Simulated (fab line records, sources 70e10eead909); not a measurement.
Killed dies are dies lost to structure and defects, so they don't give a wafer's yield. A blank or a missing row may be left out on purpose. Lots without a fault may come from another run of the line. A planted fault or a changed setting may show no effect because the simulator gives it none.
Chamber matching | flow nand_harc | NHARC_P_CONTACT_CMP_01 on cmp-04: 4 sister chambers
The step polishes SiO2, target thk 200 nm. 14 wafers are shown with their chamber, then 7 later ones without.

WAFERS WITH THEIR CHAMBER
wafer  | chamber | motor_current_A (A) | slurry_filter_dp_kPa (kPa)
L080.4 | 3       | 11.3                | 13.64
L080.5 | 0       | 11.9                | 13.65
L080.6 | 3       | 11.4                | 13.36
L081.1 | 2       | 11.8                | 13.67
L081.2 | 0       | 12.1                | 13.46
L081.5 | 0       | 11.6                | 13.54
L082.2 | 2       | 11.6                | 13.57
L082.3 | 0       | 11.3                | 13.69
L082.5 | 2       | 12.0                | 13.73
L083.1 | 3       | 11.5                | 13.71
L083.3 | 2       | 12.1                | 13.70
L083.5 | 0       | 11.8                | 13.47
L087.1 | 2       | 11.2                | 13.55
L087.2 | 1       | 10.7                | 13.41

SIGNATURES (means of the wafers above)
reading              | chamber 0 | chamber 1 | chamber 2 | chamber 3 | scatter within a chamber
motor_current_A      | 11.740    | 10.700    | 11.740    | 11.400    | 0.301
slurry_filter_dp_kPa | 13.5620   | 13.4100   | 13.6440   | 13.5700   | 0.117
Rule: a wafer's distance from a chamber is the root of the sum, over the readings, of the square of ((its reading less the chamber's mean) divided by the reading's scatter). The wafer belongs to the nearest chamber; if the next one is less than 2 further off, it can't be placed. The scatter: the root of (the sum of the squares of (reading less its chamber's mean) over the shown wafers, divided by (wafers less chambers)).

WAFERS WITHOUT THEIR CHAMBER
wafer  | motor_current_A (A) | slurry_filter_dp_kPa (kPa)
L087.5 | 11.8                | 13.37
L091.3 | 10.7                | 13.51
L091.5 | 12.2                | 13.42
L091.6 | 10.9                | 13.61
L097.2 | 11.8                | 13.47
L097.3 | 10.8                | 13.51
L097.6 | 11.6                | 13.48

WHICH CHAMBER EACH WENT THROUGH
wafer  | from the rows above               | in truth
L087.5 | can't be placed: 0 or 3 or 2      | 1
L091.3 | can't be placed: 1 or 3           | 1
L091.5 | can't be placed: 0 or 2 or 3      | 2
L091.6 | can't be placed: 3 or 1 or 2 or 0 | 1
L097.2 | can't be placed: 0 or 2 or 3      | 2
L097.3 | can't be placed: 1 or 3           | 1
L097.6 | can't be placed: 0 or 3 or 2      | 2
Placed correctly: 0 of 7. Can't be placed from these rows: 7 (the true chamber is among the candidates in 6). Placed wrongly: 0.
